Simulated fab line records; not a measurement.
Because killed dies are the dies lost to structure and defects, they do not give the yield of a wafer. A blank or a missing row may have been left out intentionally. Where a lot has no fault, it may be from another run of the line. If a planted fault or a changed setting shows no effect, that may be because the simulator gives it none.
3 desks, one fault | flow nandHarc | numbers are kept per desk, each desk with only its own; the story behind them comes last

== THE DEFECT DESK ==
What the inspections along the route counted, lot by lot: means of the sampled wafers that have a number. A lot is out of limits, marked OUT, if its mean lies more than 4 standard deviations from the usual mean; the brackets give that distance.
Columns: A = rawDefectCount at NHARC_P_M0_INSPECT_27, usual 346; B = rawDefectCount at NHARC_P_M1_INSPECT_11, usual 4.2
lot  | first seen here | A   | B
L547 | day 7 13:27     | 421 | 7.7
L549 | day 8 00:59     | 549 | 5.3
L555 | day 10 08:23    | 365 | 2.7
L559 | day 10 19:29    | 251 | 7.3
L561 | day 11 08:33    | 370 | 3.7
L562 | day 11 09:10    | 217 | 4.0
This desk found nothing out of limits on any of the 6 lots.

== FROM THE METROLOGY DESK ==
What the gauges read for every lot (on any tool): the sampled wafers with a number, averaged. A lot is out of limits, marked OUT, if its mean lies more than 4 standard deviations from the usual mean; the brackets give that distance.
Columns: A = cdNm at NHARC_P_M1_CD_MEAS_09, usual 129.8 nm; B = overlayXNm at NHARC_P_M1_OVL_MEAS_10, usual 0.1 nm; C = overlayYNm at NHARC_P_M1_OVL_MEAS_10, usual 0.2 nm; D = cdNm at NHARC_P_M1_CD_MEAS_16, usual 129.5 nm
lot  | first seen here | A     | B    | C    | D
L547 | day 7 14:53     | 129.9 | 1.2  | 0.3  | 130.4
L549 | day 8 02:34     | 129.7 | -0.1 | -1.2 | 129.6
L555 | day 10 09:59    | 128.9 | 1.1  | 0.2  | 128.2
L559 | day 10 20:46    | 128.9 | -0.5 | 0.5  | 128.9
L561 | day 11 09:49    | 129.8 | -0.1 | -0.3 | 130.0
L562 | day 11 10:39    | 129.6 | -0.2 | -0.4 | 129.6
This desk found nothing out of limits on any of the 6 lots.

== AT THE TOOL OWNER'S DESK: lithoTrack-06 ==
The tool's own readings at NHARC_P_M1_PEB_07 (peb time 65 s): means of the sampled wafers that have a number, for each lot that ran on this tool. A lot is out of limits, marked OUT, if its mean lies more than 4 standard deviations from the usual mean; the brackets give that distance.
Columns: A = heaterPowerTotalW at NHARC_P_M1_PEB_07, usual 156.6 W
lot  | first seen here | A
L547 | day 7 14:48     | 156.6
L555 | day 10 09:55    | 160.1 (+8.1) OUT
L559 | day 10 20:41    | 159.5 (+6.7) OUT
This desk's finding: out of limits on L555, L559; first on L555, day 10 09:55 (heaterPowerTotalW at NHARC_P_M1_PEB_07). L547: within limits.

== BROUGHT TOGETHER ==
At day 10 09:55, on L555, L559, the tool owner's desk was in a position to raise an alarm.
Nothing out of limits was seen by the defect desk.
Metrology desk: nothing out of limits seen.
The defect desk has L555, L559 on record, within its limits.
The metrology desk holds a record of L555, L559, inside its limits.
Every lot named ran NHARC_P_M1_PEB_07 on lithoTrack-06.

== WHAT THE SIMULATOR HAD PUT IN ==
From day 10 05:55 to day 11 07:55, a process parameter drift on lithoTrack-06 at NHARC_P_M1_PEB_07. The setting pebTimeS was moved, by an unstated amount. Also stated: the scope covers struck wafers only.
Shown lots that were struck: L555, L559.
Delay in hours, fault start to first out-of-limits reading, by desk: the tool owner's desk at 4.
